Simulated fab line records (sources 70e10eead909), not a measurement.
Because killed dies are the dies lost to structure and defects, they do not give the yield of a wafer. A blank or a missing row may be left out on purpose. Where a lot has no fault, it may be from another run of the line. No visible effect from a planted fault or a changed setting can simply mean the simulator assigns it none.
fab line records + flow nandHarc
record:
- lots: 13
- wafers: 39
- lastDay: 24
route steps=1159 shown P_GATE@119 END@1159
lots untouched by any fault: they come from a run of this same line in which no faults occurred
startH: hours from the record's opening day to when the first of the lot's shown wafers began + waitH: hours from the lot's prior step to this one + " the same as in the row above + L1.1+2: several wafers, shown together as one row + - either no value or no given start + * or withheld: withheld + < > ~ a bound
route shown NAME@n: NAME is a module with steps in the file, n the number in the route of the first one + usual: mean/standard deviation taken from wafers without a fault + same: alike in all rows + chamber/n: place in a boat + sites: each site's reading + _std_site: the values' standard deviation + _edge_site: outer sites' mean less inner sites' + radiusMm: for every site, how far away it sits from the centre of the wafer + mask NAME#n: copy n + behind: the tool/chamber that last shaped the wafer + hold: cause of the lot's hold/its duration in hours/its outcome + device: transistor that didn't switch, given as n, p or np + end of line: the route-end tests of the same wafers + a step with no rows: only its recipe + killed: count of dies lost to structure and defects at first sort (not the wafer's yield) + map: shows each die of a wafer: x if killed, . if not, _ if none is there
set.NAME: the setting as run; set.NAME@STEP: as run at that earlier step + model.NAME: the simulator's own value behind a step, which no gauge read
the route's steps for a sample of lots (tables are steps, rows are wafers)
services: the hour from which a tool's chamber was out of use, counted from the record's first day as startH (under 0 if before that day), plus the number of hours and why
== steps ==
step: NHARC_P_GATE_EXPOSE_08
recipe:
- na: 0.6
- doseMj: 16.75
- maskId: P_HV
| lot.wafer  | tool          | chamber | startH | waitH | mask     |
|------------|---------------|---------|--------|-------|----------|
| L471.1+2+3 | krfScanner-01 | 0       | 77.71  | -     | P_HV#0   |
| L473.1+2+3 | krfScanner-01 | 0       | 93.16  | -     | P_HV#0   |
| L472.2+3+6 | krfScanner-01 | 0       | 93.20  | -     | P_HV#0   |
| L474.1+4+6 | krfScanner-01 | 0       | 93.23  | -     | P_HVPW#0 |
| L480.3+4+5 | krfScanner-02 | 0       | 135.90 | -     | P_HV#0   |
| L483.1+5+6 | krfScanner-02 | 0       | 149.96 | -     | P_HV#0   |
| L484.1+2+4 | krfScanner-02 | 0       | 158.03 | -     | P_HV#0   |
| L485.1+3+4 | krfScanner-01 | 0       | 158.19 | -     | P_HV#0   |
| L488.4+5+6 | krfScanner-01 | 0       | 183.06 | -     | P_HV#0   |
| L489.1+2+3 | krfScanner-03 | 0       | 189.38 | -     | P_HV#0   |
| L492.1+4+6 | krfScanner-01 | 0       | 200.93 | -     | P_HV#0   |
| L491.3+4+6 | krfScanner-03 | 0       | 201.10 | -     | P_HV#0   |
| L493.1+4+5 | krfScanner-03 | 0       | 208.23 | -     | P_HV#0   |
step: NHARC_P_GATE_CD_MEAS_11
recipe:
- targetCdNm: 1640
- landingEnergyEv: 500
usual:
- cdNm: 1638.9/1.8
| lot.wafer | tool     | chamber | startH | waitH | cdNm   |
|-----------|----------|---------|--------|-------|--------|
| L471.1    | cdSem-01 | 0       | 77.87  | -     | 1639.9 |
| L471.2    | "        | 0       | "      | "     | 1638.0 |
| L471.3    | "        | 0       | "      | "     | 1639.1 |
| L473.1    | cdSem-01 | 0       | 93.31  | -     | 1640.8 |
| L473.2    | "        | 0       | "      | "     | 1638.5 |
| L473.3    | "        | 0       | "      | "     | 1638.0 |
| L472.2    | cdSem-03 | 0       | 93.35  | -     | 1638.3 |
| L472.3    | "        | 0       | "      | "     | 1641.3 |
| L472.6    | "        | 0       | "      | "     | 1638.9 |
| L474.1    | cdSem-01 | 0       | 93.38  | -     | -      |
| L474.4    | "        | 0       | "      | "     | -      |
| L474.6    | "        | 0       | "      | "     | -      |
| L480.3    | cdSem-01 | 0       | 136.05 | -     | 1638.8 |
| L480.4    | "        | 0       | "      | "     | 1642.3 |
| L480.5    | "        | 0       | "      | "     | 1639.5 |
| L483.1    | cdSem-02 | 0       | 150.12 | -     | 1640.1 |
| L483.5    | "        | 0       | "      | "     | 1638.5 |
| L483.6    | "        | 0       | "      | "     | 1636.4 |
| L484.1    | cdSem-01 | 0       | 158.18 | -     | 1638.4 |
| L484.2    | "        | 0       | "      | "     | 1637.5 |
| L484.4    | "        | 0       | "      | "     | 1640.9 |
| L485.1    | cdSem-01 | 0       | 158.34 | -     | 1638.4 |
| L485.3    | "        | 0       | "      | "     | 1635.5 |
| L485.4    | "        | 0       | "      | "     | 1639.9 |
| L488.4    | cdSem-01 | 0       | 183.21 | -     | 1638.5 |
| L488.5    | "        | 0       | "      | "     | 1642.7 |
| L488.6    | "        | 0       | "      | "     | 1639.9 |
| L489.1    | cdSem-01 | 0       | 189.53 | -     | 1638.5 |
| L489.2    | "        | 0       | "      | "     | 1640.9 |
| L489.3    | "        | 0       | "      | "     | 1639.3 |
| L492.1    | cdSem-02 | 0       | 201.09 | -     | 1636.5 |
| L492.4    | "        | 0       | "      | "     | 1640.1 |
| L492.6    | "        | 0       | "      | "     | 1638.5 |
| L491.3    | cdSem-03 | 0       | 201.25 | -     | 1639.1 |
| L491.4    | "        | 0       | "      | "     | 1639.1 |
| L491.6    | "        | 0       | "      | "     | 1641.6 |
| L493.1    | cdSem-03 | 0       | 208.39 | -     | 1639.1 |
| L493.4    | "        | 0       | "      | "     | 1639.5 |
| L493.5    | "        | 0       | "      | "     | 1637.5 |
step: NHARC_P_GATE_OVL_MEAS_27
usual:
- overlayXNm: -0.1/0.89
- overlayYNm: 0.3/0.88
| lot.wafer | tool       | chamber | startH | waitH | overlayXNm | overlayYNm |
|-----------|------------|---------|--------|-------|------------|------------|
| L471.1    | overlay-01 | -       | 94.22  | -     | 0.7        | 0.5        |
| L471.2    | "          | -       | "      | "     | 1.2        | 0.5        |
| L471.3    | "          | -       | "      | "     | 0.5        | -0.3       |
| L474.1    | overlay-02 | -       | 106.84 | -     | 0.0        | 1.0        |
| L474.4    | "          | -       | "      | "     | 0.0        | 1.1        |
| L474.6    | "          | -       | "      | "     | -0.2       | 1.1        |
| L472.2    | overlay-01 | -       | 106.99 | -     | 1.2        | -0.1       |
| L472.3    | "          | -       | "      | "     | 0.8        | -0.6       |
| L472.6    | "          | -       | "      | "     | 1.2        | -0.3       |
| L473.1    | overlay-01 | -       | 107.02 | -     | 0.7        | -0.9       |
| L473.2    | "          | -       | "      | "     | 1.2        | -0.2       |
| L473.3    | "          | -       | "      | "     | 1.1        | -0.5       |
| L480.3    | overlay-01 | -       | 150.49 | -     | 0.7        | -0.7       |
| L480.4    | "          | -       | "      | "     | 0.8        | 0.1        |
| L480.5    | "          | -       | "      | "     | 0.8        | -0.5       |
| L483.1    | overlay-02 | -       | 164.23 | -     | -0.6       | -1.1       |
| L483.5    | "          | -       | "      | "     | -0.4       | -0.9       |
| L483.6    | "          | -       | "      | "     | -0.8       | -1.2       |
| L485.1    | overlay-02 | -       | 172.21 | -     | 0.1        | 0.8        |
| L485.3    | "          | -       | "      | "     | -0.5       | 1.2        |
| L485.4    | "          | -       | "      | "     | -0.3       | 0.5        |
| L484.1    | overlay-02 | -       | 172.85 | -     | -0.2       | 1.3        |
| L484.2    | "          | -       | "      | "     | -0.3       | 0.9        |
| L484.4    | "          | -       | "      | "     | 0.2        | 1.1        |
| L488.4    | overlay-01 | -       | 198.62 | -     | 0.0        | -1.0       |
| L488.5    | "          | -       | "      | "     | 0.2        | -0.6       |
| L488.6    | "          | -       | "      | "     | 0.5        | -0.2       |
| L489.1    | overlay-02 | -       | 203.22 | -     | -1.3       | -0.3       |
| L489.2    | "          | -       | "      | "     | -1.9       | 0.1        |
| L489.3    | "          | -       | "      | "     | -0.7       | -0.2       |
| L491.3    | overlay-01 | -       | 217.49 | -     | -0.4       | -0.8       |
| L491.4    | "          | -       | "      | "     | -0.3       | -0.6       |
| L491.6    | "          | -       | "      | "     | -0.4       | -0.7       |
| L492.1    | overlay-01 | -       | 218.14 | -     | -0.9       | 1.3        |
| L492.4    | "          | -       | "      | "     | -0.6       | 1.0        |
| L492.6    | "          | -       | "      | "     | 0.0        | 1.3        |
| L493.1    | overlay-02 | -       | 222.32 | -     | 0.7        | 1.7        |
| L493.4    | "          | -       | "      | "     | 1.0        | 2.0        |
| L493.5    | "          | -       | "      | "     | 0.4        | 1.6        |
step: NHARC_P_GATE_HM_OPEN_105
recipe:
- targetDepthA: 3600
- o2FlowSccm: 400
- cosFlowSccm: 20
- arFlowSccm: 0
- rfW: 500
- biasW: 300
- chemistry: O2/COS
usual:
- drypumpMotorCurrentA: 5.6/0.56
- o2FlowSccm: 400.1/1.3
- oesProductAu: 1.008/0.018
- rfVppV: 466.7/2.6
- showerheadPlenumPTorr: 3.10/0.12
- throttleValvePct: 28.330/0.0081
| lot.wafer | tool       | chamber | startH | waitH | drypumpMotorCurrentA | o2FlowSccm | oesProductAu | rfHoursCounterH | rfVppV | showerheadPlenumPTorr | throttleValvePct |
|-----------|------------|---------|--------|-------|----------------------|------------|--------------|-----------------|--------|-----------------------|------------------|
| L471.3    | rieDiel-03 | 2       | -      | -     | 5.2                  | 397.6      | 1.024        | 15              | 471.7  | 3.25                  | 28.329           |
| L471.2    | "          | 0       | "      | "     | 5.1                  | 401.7      | 1.007        | 16              | 467.3  | 3.13                  | 28.325           |
| L471.1    | "          | 1       | "      | "     | 4.9                  | 399.9      | 0.993        | 15              | 469.1  | 3.21                  | 28.324           |
| L474.4    | rieDiel-03 | 1       | -      | -     | 4.9                  | 400.4      | 0.999        | 20              | 470.7  | 3.21                  | 28.326           |
| L474.1    | "          | 3       | "      | "     | 6.0                  | 400.8      | 1.018        | 13              | 467.0  | 3.12                  | 28.329           |
| L474.6    | "          | 1       | "      | "     | 4.9                  | 398.3      | 0.997        | -               | 468.0  | 3.21                  | 28.324           |
| L472.3    | rieDiel-10 | 3       | -      | -     | 5.5                  | 401.1      | 1.002        | 22              | 463.9  | 2.98                  | 28.350           |
| L472.2    | "          | 0       | "      | "     | 5.3                  | 399.0      | 1.008        | 21              | 469.2  | 3.23                  | 28.328           |
| L472.6    | "          | 1       | "      | "     | 6.8                  | 399.9      | 1.044        | -               | 465.3  | 3.08                  | 28.320           |
| L473.3    | rieDiel-10 | 2       | -      | -     | 5.3                  | 399.1      | 1.011        | 23              | 463.9  | 2.93                  | 28.347           |
| L473.2    | "          | 3       | "      | "     | 5.5                  | 399.6      | 0.997        | 22              | 463.1  | 2.98                  | 28.343           |
| L473.1    | "          | 1       | "      | "     | 6.8                  | 400.1      | 1.035        | 23              | 465.4  | 3.08                  | 28.329           |
| L480.3    | rieDiel-10 | 3       | -      | -     | 5.5                  | 401.2      | 1.002        | 29              | 464.8  | 2.98                  | 28.339           |
| L480.4    | "          | 0       | "      | "     | 5.3                  | 397.9      | 0.989        | 28              | 469.9  | 3.23                  | 28.335           |
| L480.5    | "          | 2       | "      | "     | 5.3                  | 399.4      | 1.028        | -               | 462.4  | 2.93                  | 28.319           |
| L483.1    | rieDiel-10 | 0       | -      | -     | 5.3                  | 400.2      | 0.990        | 30              | 469.5  | 3.22                  | 28.321           |
| L483.5    | "          | 3       | "      | "     | 5.5                  | 403.2      | 0.999        | -               | 464.2  | 2.98                  | 28.334           |
| L483.6    | "          | 0       | "      | "     | 5.3                  | 400.6      | 0.999        | -               | 469.2  | 3.22                  | 28.322           |
| L485.3    | rieDiel-10 | 0       | -      | -     | 5.3                  | 398.0      | 1.001        | 31              | 469.8  | 3.22                  | 28.338           |
| L485.4    | "          | 1       | "      | "     | 6.7                  | 399.7      | 1.038        | 34              | 466.1  | 3.07                  | 28.335           |
| L485.1    | "          | 2       | "      | "     | 5.3                  | 399.5      | 1.030        | 34              | 464.2  | 2.93                  | 28.320           |
| L484.1    | rieDiel-12 | 1       | -      | -     | 5.9                  | 399.3      | 0.984        | 49              | 464.5  | 3.03                  | 28.326           |
| L484.2    | "          | 2       | "      | "     | 6.1                  | 400.0      | 0.974        | 50              | 470.9  | 3.29                  | 28.337           |
| L484.4    | "          | 3       | "      | "     | 5.3                  | 400.6      | 0.989        | 50              | 468.4  | 3.20                  | 28.340           |
| L488.4    | rieDiel-03 | 0       | -      | -     | 5.1                  | 399.7      | 1.008        | 53              | 467.8  | 3.12                  | 28.326           |
| L488.5    | "          | 1       | "      | "     | 4.9                  | 401.1      | 0.985        | -               | 468.2  | 3.20                  | 28.328           |
| L488.6    | "          | 2       | "      | "     | 5.2                  | 401.6      | 1.010        | -               | 469.1  | 3.23                  | 28.343           |
| L489.3    | rieDiel-03 | 0       | -      | -     | 5.1                  | 397.7      | 1.007        | 55              | 466.9  | 3.12                  | 28.331           |
| L489.1    | "          | 1       | "      | "     | 4.9                  | 400.9      | 0.989        | 53              | 469.2  | 3.19                  | 28.324           |
| L489.2    | "          | 2       | "      | "     | 5.2                  | 399.5      | 1.019        | 57              | 468.7  | 3.23                  | 28.330           |
| L491.4    | rieDiel-10 | 1       | -      | -     | 6.8                  | 400.4      | 1.033        | 8               | 465.1  | 3.07                  | 28.332           |
| L491.3    | "          | 3       | "      | "     | 5.5                  | 400.0      | 0.984        | 9               | 464.4  | 2.97                  | 28.321           |
| L491.6    | "          | 2       | "      | "     | 5.3                  | 398.6      | 1.023        | -               | 462.7  | 2.92                  | 28.314           |
| L492.1    | rieDiel-12 | 1       | -      | -     | 5.9                  | 396.3      | 1.001        | 2               | 466.3  | 3.02                  | 28.341           |
| L492.4    | "          | 3       | "      | "     | 5.3                  | 400.2      | 1.007        | 1               | 467.8  | 3.19                  | 28.343           |
| L492.6    | "          | 1       | "      | "     | 5.9                  | 398.0      | 0.995        | -               | 463.9  | 3.02                  | 28.330           |
| L493.1    | rieDiel-10 | 2       | -      | -     | 5.3                  | 403.1      | 1.014        | 9               | 464.1  | 2.92                  | 28.341           |
| L493.4    | "          | 3       | "      | "     | 5.5                  | 402.2      | 0.986        | 10              | 464.3  | 2.97                  | 28.327           |
| L493.5    | "          | 1       | "      | "     | 6.8                  | 400.2      | 1.032        | -               | 467.2  | 3.07                  | 28.330           |
step: NHARC_P_GATE_CD_MEAS_33
usual:
- cdNm: 120/3.8
| lot.wafer | tool     | chamber | startH | waitH | cdNm |
|-----------|----------|---------|--------|-------|------|
| L471.1    | cdSem-01 | -       | 95.12  | -     | 118  |
| L471.2    | "        | -       | "      | "     | 117  |
| L471.3    | "        | -       | "      | "     | 116  |
| L474.1    | cdSem-01 | -       | 107.84 | -     | 119  |
| L474.4    | "        | -       | "      | "     | 119  |
| L474.6    | "        | -       | "      | "     | 119  |
| L472.2    | cdSem-02 | -       | 108.24 | -     | 124  |
| L472.3    | "        | -       | "      | "     | 117  |
| L472.6    | "        | -       | "      | "     | 124  |
| L473.1    | cdSem-01 | -       | 108.32 | -     | 127  |
| L473.2    | "        | -       | "      | "     | 117  |
| L473.3    | "        | -       | "      | "     | 123  |
| L480.3    | cdSem-02 | -       | 151.55 | -     | 120  |
| L480.4    | "        | -       | "      | "     | 123  |
| L480.5    | "        | -       | "      | "     | 118  |
| L483.1    | cdSem-03 | -       | 165.19 | -     | 119  |
| L483.5    | "        | -       | "      | "     | 116  |
| L483.6    | "        | -       | "      | "     | 124  |
| L485.1    | cdSem-03 | -       | 173.10 | -     | 112  |
| L485.3    | "        | -       | "      | "     | 121  |
| L485.4    | "        | -       | "      | "     | 125  |
| L484.1    | cdSem-03 | -       | 173.79 | -     | 117  |
| L484.2    | "        | -       | "      | "     | 116  |
| L484.4    | "        | -       | "      | "     | 120  |
| L488.4    | cdSem-01 | -       | 199.73 | -     | 126  |
| L488.5    | "        | -       | "      | "     | 132  |
| L488.6    | "        | -       | "      | "     | 122  |
| L489.1    | cdSem-01 | -       | 204.15 | -     | 123  |
| L489.2    | "        | -       | "      | "     | 123  |
| L489.3    | "        | -       | "      | "     | 121  |
| L491.3    | cdSem-02 | -       | 218.41 | -     | 117  |
| L491.4    | "        | -       | "      | "     | 123  |
| L491.6    | "        | -       | "      | "     | 116  |
| L492.1    | cdSem-03 | -       | 219.24 | -     | 121  |
| L492.4    | "        | -       | "      | "     | 122  |
| L492.6    | "        | -       | "      | "     | 124  |
| L493.1    | cdSem-03 | -       | 223.22 | -     | 113  |
| L493.4    | "        | -       | "      | "     | 118  |
| L493.5    | "        | -       | "      | "     | 118  |
step: NHARC_END_SORT_01
recipe:
- tempC: 25
usual:
- killedAtArray: 28/11
- killedAtOther: 0.5/0.87
- killedAtPeriphery: 2.9/2.2
- killedDies: 32/11
- killedOpen: 3.2/1.9
- killedShort: 1.8/1.4
same:
- grossDies: 677
| lot.wafer | tool      | chamber | startH | waitH | killedAtArray | killedAtOther | killedAtPeriphery | killedDies | killedOpen | killedShort |
|-----------|-----------|---------|--------|-------|---------------|---------------|-------------------|------------|------------|-------------|
| L474.1    | prober-02 | 0       | 456.23 | 2.5   | 11            | 1             | 665               | 677        | 2          | 2           |
| L474.4    | prober-02 | 0       | 458.63 | 3.4   | 11            | 1             | 665               | 677        | 0          | 2           |
| L474.6    | prober-02 | 0       | 460.23 | 4.0   | 13            | 0             | 664               | 677        | 4          | 0           |
killed by level:class
L474.1 P_GATE:areaExpose=663 A_CONTACT:chamberFilmFlake=5 A_CHANNEL_HOLE_D1:chamberFilmFlake=2 A_ONON_D1:geometricParticle:short=1 A_WL_FILL:geometricParticle:short=1 A_CONTACT:geometricParticle:open=1 A_M0:geometricParticle:open=1 P_M1:chamberFilmFlake=1
L474.4 P_GATE:areaExpose=662 A_CONTACT:chamberFilmFlake=4 P_BONDPAD:chamberFilmFlake=2 A_ZERO_WELL:chamberFilmFlake=2 A_CHANNEL_HOLE_D1:chamberFilmFlake=2 A_SGD_CUT:geometricParticle:short=1 A_CONTACT:geometricParticle:short=1 P_M2:chamberFilmFlake=1
L474.6 P_GATE:areaExpose=660 A_CONTACT:chamberFilmFlake=5 A_CHANNEL_HOLE_D1:chamberFilmFlake=3 P_GATE:geometricParticle:open=1 P_M0:geometricParticle:open=1 A_ONON_D1:geometricParticle:open=1 A_M1:geometricParticle:open=1 P_ZERO_WELL:chamberFilmFlake=1
== services ==
| tool          | chamber | startH | hours | kind   |
|---------------|---------|--------|-------|--------|
| rieDiel-10    | 0       | 57.50  | -     | clean  |
| rieDiel-10    | 1       | 57.50  | -     | clean  |
| rieDiel-10    | 2       | 57.50  | -     | clean  |
| rieDiel-10    | 3       | 57.50  | -     | clean  |
| krfScanner-03 | -       | 58.42  | 5.8   | repair |
| rieDiel-12    | -       | 66.02  | 1.1   | repair |
| krfScanner-01 | -       | 80.27  | 3.5   | repair |
| rieDiel-10    | 0       | 82.02  | -     | clean  |
| krfScanner-01 | -       | 84.00  | 4.0   | pm     |
| rieDiel-10    | 0       | 95.88  | 4.9   | repair |
| rieDiel-10    | 3       | 97.00  | 3.0   | repair |
| rieDiel-12    | 0       | 102.75 | 2.9   | repair |
| rieDiel-03    | 1       | 138.98 | 11.3  | repair |
| krfScanner-02 | -       | 143.20 | 0.4   | repair |
| rieDiel-12    | 2       | 143.75 | 1.7   | repair |
| krfScanner-02 | -       | 152.70 | 2.3   | repair |
| krfScanner-01 | -       | 165.59 | 1.0   | repair |
| krfScanner-03 | -       | 168.00 | 4.0   | pm     |
| rieDiel-10    | -       | 176.51 | 9.0   | pm     |
| krfScanner-02 | -       | 179.72 | 1.5   | repair |
| rieDiel-12    | -       | 197.12 | 5.7   | repair |
| rieDiel-12    | -       | 202.83 | 9.0   | pm     |
| krfScanner-02 | -       | 210.00 | 4.0   | pm     |
| rieDiel-03    | -       | 215.38 | 9.0   | pm     |
== key ==
firstSign:
- step: NHARC_P_GATE_EXPOSE_08
- reading: mask
- direction: changed
effect:
- step: NHARC_P_GATE_CD_MEAS_11
- reading: cdNm
- direction: missing
effect:
- step: NHARC_END_SORT_01
- reading: killedAtPeriphery
- direction: up
- sigmas: 99+
- usual: 2.9
- struck: 664.7
moreKillsBornAt:
- NHARC_P_GATE_EXPOSE_08@krfScanner-01: 1985
metAt NHARC_P_GATE_EXPOSE_08
struckLots L474
laterRowsLeftOut L474.1,L474.4,L474.6
testerLeftOut L474
notActingAt NHARC_P_GATE_OVL_MEAS_27,NHARC_P_GATE_HM_OPEN_105,NHARC_P_GATE_CD_MEAS_33
onsetBetween 93.20 93.23
fault:
- kind: wrongMask
- tool: any
- chamber: -
- onsetH: 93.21
- steps: NHARC_P_GATE_EXPOSE_08
- auxCopy: P_HVPW#0
- scope: struckLotsOnly
testerLeftOut: of these lots the tester's yield and bins aren't shown, on N5 and GAA mostly nor the transistor test; their killed dies are dies lost to structure and defects alone, not to doping, threshold or leakage, so they don't give the yield
laterRowsLeftOut: the simulator's readings of these wafers behind a module that went badly wrong aren't trusted and aren't shown, but for the sort
